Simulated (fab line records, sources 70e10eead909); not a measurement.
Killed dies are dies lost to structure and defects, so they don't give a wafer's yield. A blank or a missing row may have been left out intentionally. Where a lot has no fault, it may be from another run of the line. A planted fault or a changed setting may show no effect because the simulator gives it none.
fab line records | flow nandHarc
record lots=13 | wafers=39 | lastDay=33
route steps=1302 shown A_STAIRCASE@733
lots that met no fault: from a run of the same line without faults
startH: hours from the record's opening day to when the first of the lot's shown wafers began | waitH: hours elapsed since this lot's preceding step | " as in the row above | L1.1+2: several wafers, shown together as one row | - no value present, or no start provided | * or withheld: withheld | < > ~ a bound
route shown NAME@n: a module of which the file shows steps, and the number in the route of the first | usual: mean/standard deviation taken from wafers without a fault | same: alike in all rows | chamber/n: place in a boat | sites: readings site by site | _std_site: the values' standard deviation | _edge_site: inner sites' mean taken away from outer sites' mean | radiusMm: for every site, how far away it sits from the centre of the wafer | mask NAME#n: copy n | behind: tool/chamber where the wafer was last shaped | hold: reason for holding the lot/hours on hold/outcome of the hold | device: which transistor (n, p or np) failed to switch | end of line: tests of these same wafers at the route's end | a step without rows: its recipe alone | killed: the dies lost at the first sort to structure and to defects; this is not the yield of the wafer | map: a wafer's dies, marking killed ones x, the rest . and places with no die _
set.NAME: the setting that was run; set.NAME@STEP: the one run at that earlier step | model.NAME: the simulator's own value behind a step, which no gauge read
steps of the route over a sample of lots; a table a step, a row a wafer
services: a tool's chamber out of use, with start hour (startH, from the record's first day; less than 0 if before it), hours out, and reason
## steps
# step NHARC_A_STAIRCASE_DESCUM_219
# recipe timeS=3 | o2FlowSccm=200 | arFlowSccm=0 | biasPowerW=0 | chemistry=O2
# usual chamberPressureMTorr=60.01/0.052 | drypumpMotorCurrentA=5.8/0.49 | o2FlowSccm=200.0/0.69 | oesProductAu=1.003/0.009 | rfVppV=58.0/0.97 | showerheadPlenumPTorr=1.94/0.08 | throttleValvePct=11.310/0.01
lot.wafer | tool       | chamber | startH | waitH | chamberPressureMTorr | drypumpMotorCurrentA | o2FlowSccm | oesProductAu | rfHoursCounterH | rfVppV | showerheadPlenumPTorr | throttleValvePct
L187.2    | rieDiel-09 | 2       | 358.40 | -     | 59.95                | 6.2                  | 199.7      | 0.995        | 7               | 57.0   | 1.90                  | 11.323
L187.5    | "          | 1       | "      | "     | 60.01                | 5.8                  | 200.3      | 1.021        | -               | 57.3   | 2.07                  | 11.310
L187.6    | "          | 2       | "      | "     | 60.07                | 6.2                  | 199.4      | 1.004        | -               | 60.4   | 1.90                  | 11.311
L188.3    | rieDiel-06 | 0       | 369.06 | -     | 60.01                | 5.8                  | 200.3      | 0.998        | 19              | 56.7   | 1.92                  | 11.320
L188.4    | "          | 2       | "      | "     | 60.08                | 5.2                  | 200.2      | 0.978        | 19              | 59.3   | 2.05                  | 11.329
L188.6    | "          | 0       | "      | "     | 60.07                | 5.8                  | 200.1      | 0.993        | -               | 58.2   | 1.92                  | 11.313
L189.4    | rieDiel-13 | 2       | 387.37 | -     | 60.03                | 5.1                  | 200.5      | 1.005        | 13              | 57.8   | 1.98                  | 11.305
L189.3    | "          | 0       | "      | "     | 60.03                | 5.1                  | 199.4      | 1.008        | 12              | 57.6   | 2.04                  | 11.308
L189.6    | "          | 3       | "      | "     | 60.07                | 6.4                  | 200.4      | 1.007        | -               | 58.3   | 1.82                  | 11.321
L191.1    | rieDiel-06 | 2       | 395.39 | -     | 59.98                | 5.2                  | 200.4      | 0.997        | 24              | 57.7   | 2.05                  | 11.316
L191.4    | "          | 1       | "      | "     | 60.07                | 6.0                  | 200.1      | 1.005        | 23              | 59.8   | 1.96                  | 11.302
L191.5    | "          | 2       | "      | "     | 59.87                | 5.2                  | 199.9      | 0.995        | -               | 58.7   | 2.05                  | 11.325
L190.3    | rieDiel-06 | 1       | 397.79 | -     | 60.00                | 5.9                  | 199.6      | 1.008        | 24              | 58.9   | 1.96                  | 11.312
L190.2    | "          | 2       | "      | "     | 60.00                | 5.2                  | 200.4      | 0.986        | 25              | 58.8   | 2.05                  | 11.309
L190.5    | "          | 3       | "      | "     | 59.95                | 6.4                  | 200.2      | 1.017        | -               | 57.3   | 1.88                  | 11.323
L192.2    | rieDiel-09 | 3       | 407.68 | -     | 59.98                | 6.0                  | 199.9      | 0.995        | 27              | 56.9   | 1.77                  | 11.329
L192.5    | "          | 0       | "      | "     | 60.01                | 4.9                  | 200.0      | 1.003        | -               | 57.8   | 1.91                  | 11.314
L192.6    | "          | 3       | "      | "     | 60.01                | 6.0                  | 199.9      | 1.003        | -               | 59.2   | 1.77                  | 11.292
L195.1    | rieDiel-06 | 1       | 440.27 | -     | 60.12                | 5.9                  | 199.3      | 0.996        | 33              | 58.3   | 1.95                  | 11.318
L195.4    | "          | 0       | "      | "     | 59.97                | 5.8                  | 200.4      | 1.012        | 34              | 59.6   | 1.92                  | 11.311
L195.6    | "          | 2       | "      | "     | 59.97                | 5.2                  | 200.5      | 0.995        | -               | 57.8   | 2.05                  | 11.290
L196.1    | rieDiel-06 | 2       | 463.24 | -     | 59.99                | 5.2                  | 199.4      | 0.990        | 44              | 58.6   | 2.05                  | 11.312
L196.5    | "          | 2       | "      | "     | 60.01                | 5.2                  | 199.3      | 0.993        | -               | 59.8   | 2.05                  | 11.312
L196.6    | "          | 3       | "      | "     | 60.02                | 6.4                  | 200.5      | 1.013        | -               | 57.9   | 1.87                  | 11.305
L197.3    | rieDiel-09 | 1       | 466.47 | -     | 60.05                | 5.8                  | 199.9      | 1.014        | 41              | 59.0   | 2.06                  | 11.292
L197.1    | "          | 2       | "      | "     | 60.04                | 6.2                  | 201.1      | 1.007        | 40              | 57.5   | 1.89                  | 11.298
L197.5    | "          | 2       | "      | "     | 60.02                | 6.2                  | 201.7      | 0.999        | -               | 58.0   | 1.89                  | 11.310
L198.2    | rieDiel-09 | 2       | 482.70 | -     | 59.96                | 6.2                  | 200.6      | 1.000        | 50              | 58.4   | 1.89                  | 11.309
L198.4    | "          | 3       | "      | "     | 60.06                | 6.0                  | 200.8      | 1.010        | 58              | 58.2   | 1.76                  | 11.320
L198.6    | "          | 2       | "      | "     | 60.14                | 6.2                  | 200.1      | 1.003        | -               | 56.0   | 1.89                  | 11.313
L201.1    | rieDiel-09 | 1       | 511.71 | -     | 59.91                | 5.8                  | 199.3      | 1.032        | 1               | 58.4   | 2.06                  | 11.322
L201.2    | "          | 2       | "      | "     | 60.05                | 6.2                  | 200.2      | 0.995        | 1               | 57.5   | 1.89                  | 11.323
L201.5    | "          | 0       | "      | "     | 59.99                | 4.9                  | 200.5      | 0.997        | -               | 58.2   | 1.90                  | 11.314
L206.3    | rieDiel-13 | 2       | 541.12 | -     | 59.98                | 5.1                  | 199.9      | 0.988        | 6               | 59.2   | 1.97                  | 11.308
L206.2    | "          | 0       | "      | "     | 60.04                | 5.0                  | 202.0      | 0.999        | 6               | 58.9   | 2.02                  | 11.297
L206.6    | "          | 1       | "      | "     | 59.94                | 5.3                  | 199.5      | 0.997        | -               | 56.6   | 1.93                  | 11.308
L207.4    | rieDiel-13 | 3       | 570.32 | -     | 59.95                | 6.4                  | 200.1      | 0.996        | 14              | 57.4   | 1.80                  | 11.311
L207.6    | "          | 0       | "      | "     | 59.94                | 5.0                  | 200.4      | 0.994        | -               | 58.1   | 2.02                  | 11.310
L207.5    | "          | 1       | "      | "     | 59.99                | 5.3                  | 199.7      | 0.999        | -               | 57.8   | 1.93                  | 11.297
# step NHARC_A_STAIRCASE_TRIM_222
# recipe timeS=211.2 | o2FlowSccm=500 | arFlowSccm=0 | biasW=0 | chemistry=O2
# usual chamberPressureMTorr=60.00/0.06 | drypumpMotorCurrentA=5.8/0.48 | o2FlowSccm=500.0/1.5 | oesProductAu=1.001/0.01 | rfVppV=57.8/0.88 | runLengthS=232.5/0.5 | showerheadPlenumPTorr=3.57/0.14 | throttleValvePct=17.038/0.0099
lot.wafer | tool       | chamber | startH | waitH | chamberPressureMTorr | drypumpMotorCurrentA | o2FlowSccm | oesProductAu | rfHoursCounterH | rfVppV | runLengthS | showerheadPlenumPTorr | throttleValvePct
L187.2    | rieDiel-09 | 2       | -      | -     | 60.08                | 6.2                  | 497.6      | 1.000        | 8               | 57.5   | 232.1      | 3.51                  | 17.040
L187.5    | "          | 0       | "      | "     | 60.02                | 4.9                  | 497.3      | 1.015        | -               | 57.2   | 233.6      | 3.53                  | 17.032
L187.6    | "          | 1       | "      | "     | 59.98                | 5.8                  | 498.2      | 1.008        | -               | 58.2   | 232.9      | 3.80                  | 17.049
L188.3    | rieDiel-06 | 0       | -      | -     | 59.93                | 5.8                  | 499.1      | 0.999        | 19              | 58.5   | 232.4      | 3.55                  | 17.024
L188.4    | "          | 1       | "      | "     | 60.06                | 6.0                  | 503.0      | 0.991        | 19              | 58.6   | 231.9      | 3.61                  | 17.039
L188.6    | "          | 3       | "      | "     | 60.04                | 6.4                  | 501.7      | 0.999        | -               | 58.0   | 232.7      | 3.47                  | 17.043
L189.3    | rieDiel-13 | 1       | -      | -     | 60.01                | 5.4                  | 499.5      | 0.995        | 12              | 58.8   | 232.8      | 3.58                  | 17.034
L189.4    | "          | 3       | "      | "     | 60.05                | 6.4                  | 498.9      | 0.995        | 13              | 57.2   | 231.3      | 3.36                  | 17.036
L189.6    | "          | 1       | "      | "     | 60.06                | 5.3                  | 502.7      | 0.996        | -               | 57.8   | 232.9      | 3.58                  | 17.044
L191.1    | rieDiel-06 | 2       | -      | -     | 59.87                | 5.2                  | 498.2      | 0.993        | 24              | 57.0   | 233.2      | 3.77                  | 17.037
L191.4    | "          | 0       | "      | "     | 60.05                | 5.8                  | 498.0      | 1.009        | 25              | 58.6   | 231.8      | 3.54                  | 17.044
L191.5    | "          | 1       | "      | "     | 59.87                | 5.9                  | 500.4      | 0.999        | -               | 59.9   | 232.0      | 3.60                  | 17.028
L190.2    | rieDiel-06 | 1       | -      | -     | 60.07                | 6.0                  | 502.3      | 1.000        | 24              | 57.9   | 232.0      | 3.60                  | 17.052
L190.3    | "          | 2       | "      | "     | 59.98                | 5.2                  | 499.8      | 0.991        | 25              | 58.5   | 233.2      | 3.77                  | 17.039
L190.5    | "          | 1       | "      | "     | 59.99                | 5.9                  | 501.8      | 1.000        | -               | 57.2   | 232.0      | 3.60                  | 17.038
L192.2    | rieDiel-09 | 0       | -      | -     | 59.99                | 4.9                  | 500.9      | 1.005        | 27              | 59.5   | 233.2      | 3.52                  | 17.046
L192.6    | "          | 0       | "      | "     | 59.98                | 4.9                  | 501.4      | 1.011        | -               | 57.6   | 233.4      | 3.52                  | 17.026
L192.5    | "          | 3       | "      | "     | 59.93                | 6.0                  | 502.2      | 1.003        | -               | 58.3   | 232.2      | 3.28                  | 17.043
L195.1    | rieDiel-06 | 3       | -      | -     | 59.98                | 6.4                  | 499.9      | 0.999        | 34              | 57.9   | 232.6      | 3.46                  | 17.050
L195.4    | "          | 0       | "      | "     | 59.91                | 5.8                  | 502.0      | 1.003        | 34              | 57.6   | 231.8      | 3.54                  | 17.027
L195.6    | "          | 1       | "      | "     | 60.03                | 6.0                  | 501.5      | 0.999        | -               | 58.4   | 232.0      | 3.60                  | 17.028
L196.1    | rieDiel-06 | 2       | -      | -     | 59.91                | 5.2                  | 502.9      | 0.984        | 44              | 57.2   | 233.4      | 3.76                  | 17.042
L196.6    | "          | 1       | "      | "     | 59.92                | 6.0                  | 499.4      | 0.989        | -               | 57.4   | 231.8      | 3.59                  | 17.046
L196.5    | "          | 2       | "      | "     | 59.87                | 5.2                  | 499.7      | 0.982        | -               | 59.0   | 233.5      | 3.76                  | 17.037
L197.1    | rieDiel-09 | 2       | -      | -     | 60.00                | 6.2                  | 501.1      | 0.993        | 41              | 56.4   | 232.2      | 3.49                  | 17.043
L197.3    | "          | 3       | "      | "     | 60.03                | 6.0                  | 502.1      | 1.008        | 48              | 56.0   | 232.3      | 3.27                  | 17.030
L197.5    | "          | 1       | "      | "     | 60.04                | 5.8                  | 500.4      | 1.010        | -               | 58.5   | 232.9      | 3.78                  | 17.044
L198.4    | rieDiel-09 | 0       | -      | -     | 59.96                | 4.9                  | 500.1      | 1.021        | 45              | 57.6   | 233.4      | 3.51                  | 17.045
L198.2    | "          | 1       | "      | "     | 60.03                | 5.8                  | 500.8      | 1.010        | 51              | 57.1   | 232.8      | 3.78                  | 17.033
L198.6    | "          | 0       | "      | "     | 59.98                | 4.9                  | 499.9      | 1.006        | -               | 57.5   | 233.2      | 3.51                  | 17.039
L201.1    | rieDiel-09 | 2       | -      | -     | 60.11                | 6.2                  | 501.7      | 1.011        | 2               | 57.7   | 232.2      | 3.48                  | 17.027
L201.2    | "          | 3       | "      | "     | 59.90                | 6.0                  | 499.3      | 1.027        | 1               | 58.3   | 232.7      | 3.81                  | 17.043
L201.5    | "          | 1       | "      | "     | 59.99                | 5.8                  | 497.5      | 1.032        | -               | 57.5   | 232.9      | 3.78                  | 17.025
L206.3    | rieDiel-13 | 1       | -      | -     | 59.95                | 5.3                  | 498.9      | 0.982        | 3               | 59.0   | 233.0      | 3.56                  | 17.047
L206.2    | "          | 3       | "      | "     | 59.92                | 6.4                  | 500.0      | 0.987        | 6               | 56.5   | 231.6      | 3.33                  | 17.045
L206.6    | "          | 1       | "      | "     | 59.94                | 5.3                  | 496.8      | 0.972        | -               | 57.8   | 232.7      | 3.56                  | 17.045
L207.4    | rieDiel-13 | 3       | -      | -     | 60.02                | 6.4                  | 498.7      | 0.991        | 14              | 57.1   | 231.4      | 3.33                  | 17.038
L207.5    | "          | 2       | "      | "     | 59.89                | 5.1                  | 502.6      | 0.974        | -               | 59.4   | 232.5      | 3.61                  | 17.028
L207.6    | "          | 3       | "      | "     | 60.02                | 6.4                  | 497.8      | 0.990        | -               | 56.9   | 231.8      | 3.33                  | 17.048
# step NHARC_A_STAIRCASE_ETCH_225
# recipe targetDepthA=1000 | timeS=40.5 | ionEnergyEv=400 | c4f8FlowSccm=20 | o2FlowSccm=10 | arFlowSccm=withheld | rfW=600 | biasW=1000 | chemistry=C4F8/O2
# usual chamberPressureMTorr=24.996/0.024 | oesProductAu=0.943/0.011 | rfVppV=897/4.9
lot.wafer | tool       | chamber | startH | waitH | chamberPressureMTorr | oesProductAu | rfHoursCounterH | rfVppV
L187.2    | rieDiel-09 | 2       | -      | -     | 25.028               | 0.937        | 8               | 896
L187.5    | "          | 0       | "      | "     | 25.011               | 0.933        | -               | 897
L187.6    | "          | 1       | "      | "     | 24.993               | 0.942        | -               | 905
L188.3    | rieDiel-06 | 1       | -      | -     | 24.997               | 0.948        | 19              | 898
L188.4    | "          | 2       | "      | "     | 24.953               | 0.940        | 20              | 905
L188.6    | "          | 3       | "      | "     | 25.029               | 0.948        | -               | 895
L189.3    | rieDiel-13 | 2       | -      | -     | 25.013               | 0.951        | 14              | 900
L189.4    | "          | 3       | "      | "     | 25.028               | 0.938        | 14              | 890
L189.6    | "          | 1       | "      | "     | 24.990               | 0.945        | -               | 899
L191.1    | rieDiel-06 | 2       | -      | -     | 24.931               | 0.931        | 25              | 904
L191.4    | "          | 3       | "      | "     | 25.021               | 0.957        | 26              | 895
L191.5    | "          | 0       | "      | "     | 25.004               | 0.953        | -               | 896
L190.2    | rieDiel-06 | 0       | -      | -     | 24.980               | 0.945        | 26              | 897
L190.3    | "          | 1       | "      | "     | 24.972               | 0.950        | 24              | 898
L190.5    | "          | 0       | "      | "     | 25.025               | 0.954        | -               | 896
L192.2    | rieDiel-09 | 3       | -      | -     | 25.001               | 0.949        | 28              | 887
L192.5    | "          | 3       | "      | "     | 24.993               | 0.948        | -               | 887
L192.6    | "          | 0       | "      | "     | 25.010               | 0.952        | -               | 895
L195.4    | rieDiel-06 | 0       | -      | -     | 25.003               | 0.948        | 35              | 896
L195.1    | "          | 1       | "      | "     | 24.997               | 0.938        | 34              | 898
L195.6    | "          | 0       | "      | "     | 25.017               | 0.939        | -               | 897
L196.1    | rieDiel-06 | 1       | -      | -     | 25.005               | 0.922        | 43              | 898
L196.6    | "          | 1       | "      | "     | 25.003               | 0.934        | -               | 899
L196.5    | "          | 2       | "      | "     | 24.999               | 0.924        | -               | 904
L197.1    | rieDiel-09 | 1       | -      | -     | 24.984               | 0.965        | 41              | 905
L197.3    | "          | 2       | "      | "     | 24.983               | 0.942        | 41              | 895
L197.5    | "          | 2       | "      | "     | 25.030               | 0.954        | -               | 895
L198.2    | rieDiel-09 | 3       | -      | -     | 24.988               | 0.944        | 58              | 885
L198.4    | "          | 0       | "      | "     | 24.971               | 0.962        | 45              | 895
L198.6    | "          | 0       | "      | "     | 24.985               | 0.960        | -               | 896
L201.1    | rieDiel-09 | 2       | -      | -     | 25.044               | 0.938        | 2               | 894
L201.2    | "          | 1       | "      | "     | 24.969               | 0.978        | 2               | 905
L201.5    | "          | 3       | "      | "     | 25.004               | 0.954        | -               | 907
L206.2    | rieDiel-13 | 2       | -      | -     | 24.967               | 0.925        | 6               | 899
L206.3    | "          | 3       | "      | "     | 24.964               | 0.944        | 6               | 888
L206.6    | "          | 1       | "      | "     | 24.979               | 0.927        | -               | 897
L207.4    | rieDiel-13 | 3       | -      | -     | 25.014               | 0.940        | 14              | 889
L207.5    | "          | 3       | "      | "     | 24.979               | 0.940        | -               | 889
L207.6    | "          | 0       | "      | "     | 24.989               | 0.930        | -               | 903
# step NHARC_A_STAIRCASE_TRIM_226
# recipe timeS=211.2 | o2FlowSccm=500 | arFlowSccm=0 | biasW=0 | chemistry=O2
# usual chamberPressureMTorr=60.00/0.052 | drypumpMotorCurrentA=5.8/0.48 | o2FlowSccm=500.0/1.4 | oesProductAu=1.001/0.0093 | rfVppV=57.9/0.95 | runLengthS=232.5/0.52 | showerheadPlenumPTorr=3.57/0.13 | throttleValvePct=17.036/0.009
lot.wafer | tool       | chamber | startH | waitH | chamberPressureMTorr | drypumpMotorCurrentA | o2FlowSccm | oesProductAu | rfHoursCounterH | rfVppV | runLengthS | showerheadPlenumPTorr | throttleValvePct
L187.2    | rieDiel-09 | 2       | 359.36 | -     | 59.96                | 6.2                  | 500.2      | 1.005        | 8               | 56.4   | 232.8      | 3.51                  | 17.039
L187.5    | "          | 0       | "      | "     | 60.06                | 4.9                  | 500.6      | 1.004        | -               | 56.3   | 233.8      | 3.53                  | 17.030
L187.6    | "          | 1       | "      | "     | 60.03                | 5.8                  | 503.7      | 1.022        | -               | 58.7   | 233.1      | 3.80                  | 17.028
L188.4    | rieDiel-06 | 1       | 369.83 | -     | 60.02                | 6.0                  | 498.6      | 0.994        | 19              | 57.4   | 232.0      | 3.60                  | 17.021
L188.3    | "          | 3       | "      | "     | 59.99                | 6.4                  | 498.7      | 0.991        | 20              | 58.0   | 233.3      | 3.47                  | 17.052
L188.6    | "          | 1       | "      | "     | 59.99                | 6.0                  | 499.8      | 0.995        | -               | 57.2   | 232.0      | 3.60                  | 17.037
L189.4    | rieDiel-13 | 3       | 388.22 | -     | 59.95                | 6.4                  | 498.5      | 1.002        | 14              | 57.9   | 231.3      | 3.36                  | 17.036
L189.3    | "          | 1       | "      | "     | 59.99                | 5.4                  | 499.7      | 1.004        | 13              | 58.0   | 232.3      | 3.58                  | 17.040
L189.6    | "          | 3       | "      | "     | 60.13                | 6.4                  | 498.4      | 1.000        | -               | 56.7   | 231.9      | 3.36                  | 17.028
L191.1    | rieDiel-06 | 1       | 396.18 | -     | 60.08                | 6.0                  | 502.4      | 1.006        | 24              | 57.6   | 231.8      | 3.60                  | 17.041
L191.4    | "          | 3       | "      | "     | 60.04                | 6.4                  | 499.3      | 0.997        | 26              | 58.4   | 233.1      | 3.46                  | 17.034
L191.5    | "          | 1       | "      | "     | 60.03                | 6.0                  | 501.3      | 0.991        | -               | 59.2   | 231.8      | 3.60                  | 17.039
L190.3    | rieDiel-06 | 3       | 398.88 | -     | 59.96                | 6.4                  | 500.8      | 1.005        | 27              | 58.8   | 233.0      | 3.46                  | 17.054
L190.2    | "          | 2       | "      | "     | 59.99                | 5.2                  | 500.4      | 0.986        | 25              | 57.2   | 233.0      | 3.77                  | 17.031
L190.5    | "          | 0       | "      | "     | 59.96                | 5.8                  | 500.8      | 1.002        | -               | 57.4   | 232.1      | 3.54                  | 17.035
L192.2    | rieDiel-09 | 1       | 408.59 | -     | 60.06                | 5.8                  | 498.7      | 1.014        | 26              | 57.2   | 232.7      | 3.79                  | 17.052
L192.6    | "          | 0       | "      | "     | 59.96                | 4.9                  | 499.2      | 1.006        | -               | 57.0   | 233.3      | 3.52                  | 17.034
L192.5    | "          | 1       | "      | "     | 60.02                | 5.8                  | 499.4      | 1.014        | -               | 59.8   | 233.1      | 3.79                  | 17.035
L195.4    | rieDiel-06 | 0       | 441.04 | -     | 60.03                | 5.8                  | 499.9      | 1.004        | 35              | 56.9   | 300.9      | 3.54                  | 17.035
L195.1    | "          | 2       | "      | "     | 60.06                | 5.2                  | 500.1      | 0.990        | 36              | 58.2   | 301.5      | 3.76                  | 17.037
L195.6    | "          | 1       | "      | "     | 60.10                | 5.9                  | 498.8      | 0.985        | -               | 58.6   | 300.8      | 3.60                  | 17.040
L196.1    | rieDiel-06 | 0       | 464.52 | -     | 59.97                | 5.8                  | 498.5      | 1.001        | 42              | 57.5   | 300.6      | 3.54                  | 17.047
L196.6    | "          | 0       | "      | "     | 59.95                | 5.8                  | 501.5      | 1.002        | -               | 58.3   | 301.1      | 3.54                  | 17.024
L196.5    | "          | 1       | "      | "     | 60.09                | 6.0                  | 499.9      | 0.996        | -               | 58.1   | 300.8      | 3.59                  | 17.036
L197.3    | rieDiel-09 | 2       | 467.38 | -     | 60.00                | 6.2                  | 498.8      | 0.999        | 41              | 56.3   | 232.3      | 3.49                  | 17.021
L197.1    | "          | 3       | "      | "     | 60.04                | 6.0                  | 499.9      | 1.009        | 48              | 56.5   | 232.3      | 3.27                  | 17.054
L197.5    | "          | 2       | "      | "     | 60.01                | 6.2                  | 501.2      | 1.005        | -               | 57.2   | 232.1      | 3.49                  | 17.032
L198.2    | rieDiel-09 | 2       | 483.51 | -     | 60.02                | 6.2                  | 499.6      | 0.999        | 51              | 58.2   | 232.2      | 3.49                  | 17.035
L198.4    | "          | 3       | "      | "     | 59.98                | 6.0                  | 498.3      | 1.014        | 58              | 56.7   | 232.9      | 3.26                  | 17.022
L198.6    | "          | 1       | "      | "     | 60.05                | 5.8                  | 500.1      | 1.012        | -               | 59.1   | 233.4      | 3.78                  | 17.040
L201.1    | rieDiel-09 | 1       | 512.47 | -     | 59.95                | 5.8                  | 501.5      | 1.033        | 2               | 59.1   | 233.2      | 3.78                  | 17.029
L201.2    | "          | 2       | "      | "     | 60.03                | 6.2                  | 497.8      | 0.999        | 2               | 57.1   | 232.1      | 3.48                  | 17.018
L201.5    | "          | 2       | "      | "     | 60.02                | 6.2                  | 499.6      | 1.004        | -               | 56.2   | 233.0      | 3.48                  | 17.034
L206.2    | rieDiel-13 | 2       | 542.03 | -     | 59.98                | 5.1                  | 501.3      | 0.987        | 6               | 57.4   | 232.4      | 3.62                  | 17.036
L206.3    | "          | 1       | "      | "     | 59.87                | 5.4                  | 500.6      | 0.991        | 3               | 57.0   | 232.5      | 3.56                  | 17.030
L206.6    | "          | 3       | "      | "     | 59.97                | 6.4                  | 499.1      | 0.991        | -               | 58.4   | 231.7      | 3.33                  | 17.020
L207.4    | rieDiel-13 | 1       | 571.11 | -     | 59.93                | 5.3                  | 500.0      | 0.993        | 11              | 57.0   | 232.7      | 3.55                  | 17.037
L207.5    | "          | 2       | "      | "     | 60.07                | 5.1                  | 498.7      | 0.986        | -               | 58.0   | 232.7      | 3.61                  | 17.035
L207.6    | "          | 3       | "      | "     | 60.00                | 6.4                  | 497.2      | 0.984        | -               | 57.3   | 231.4      | 3.33                  | 17.040
## services
tool       | chamber | startH | hours | kind
rieDiel-06 | 0       | 341.39 | -     | clean
rieDiel-06 | 1       | 341.39 | -     | clean
rieDiel-06 | 2       | 341.39 | -     | clean
rieDiel-06 | 3       | 341.39 | -     | clean
rieDiel-13 | -       | 343.51 | 9.0   | pm
rieDiel-09 | 0       | 353.73 | -     | clean
rieDiel-09 | 1       | 353.73 | -     | clean
rieDiel-09 | 2       | 353.73 | -     | clean
rieDiel-09 | 3       | 353.73 | -     | clean
rieDiel-06 | 0       | 365.94 | -     | clean
rieDiel-06 | 1       | 365.94 | -     | clean
rieDiel-06 | 2       | 365.94 | -     | clean
rieDiel-06 | 3       | 365.94 | -     | clean
rieDiel-09 | 2       | 403.14 | 7.8   | repair
rieDiel-06 | 3       | 422.45 | 7.5   | repair
rieDiel-06 | -       | 425.03 | 0.3   | repair
rieDiel-09 | 2       | 427.96 | 6.4   | repair
rieDiel-13 | 3       | 438.47 | 4.7   | repair
rieDiel-06 | 2       | 442.72 | 2.9   | repair
rieDiel-09 | 0       | 459.93 | 16.0  | repair
rieDiel-13 | -       | 478.05 | 0.4   | repair
rieDiel-06 | -       | 484.85 | 9.0   | pm
rieDiel-09 | -       | 497.23 | 9.0   | pm
rieDiel-13 | 1       | 534.71 | 5.6   | repair
## key
firstSign step=NHARC_A_STAIRCASE_TRIM_226 | reading=runLengthS | direction=up | sigmas=99+ | usual=* | struck=*
effect none on later readings
metAt NHARC_A_STAIRCASE_TRIM_226
struckLots L195,L196
laterRowsLeftOut L195.1,L195.4,L195.6,L196.1,L196.5,L196.6
sortLeftOut L195.1,L195.4,L195.6,L196.1,L196.5,L196.6
testerLeftOut L195,L196
notActingAt NHARC_A_STAIRCASE_DESCUM_219,NHARC_A_STAIRCASE_TRIM_222,NHARC_A_STAIRCASE_ETCH_225
onsetBetween 398.88 441.04
earlierFault kind=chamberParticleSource | tool=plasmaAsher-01 | chamber=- | onsetH=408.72 | steps=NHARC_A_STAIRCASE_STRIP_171 | ratePerVisitCm2=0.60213
earlierFault kind=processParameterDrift | tool=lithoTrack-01 | chamber=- | onsetH=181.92 | steps=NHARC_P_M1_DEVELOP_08 | channel=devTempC | offset=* | shape=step | actsIn=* | stated=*
fault kind=processParameterDrift | tool=rieDiel-06 | chamber=- | onsetH=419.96 | steps=NHARC_A_STAIRCASE_TRIM_226 | channel=timeS | offset=* | shape=step | actsIn=* | stated=*
# testerLeftOut: of these lots the tester's yield and bins aren't shown, on N5 and GAA mostly nor the transistor test; their killed dies are dies lost to structure and defects alone, not to doping, threshold or leakage, so they don't give the yield
# sortLeftOut: the simulated sort isn't trusted on such a fault, so these wafers' sort isn't shown, and their yield isn't known
# laterRowsLeftOut: the simulator's readings of these wafers behind a module that went badly wrong aren't trusted and aren't shown, but for the sort
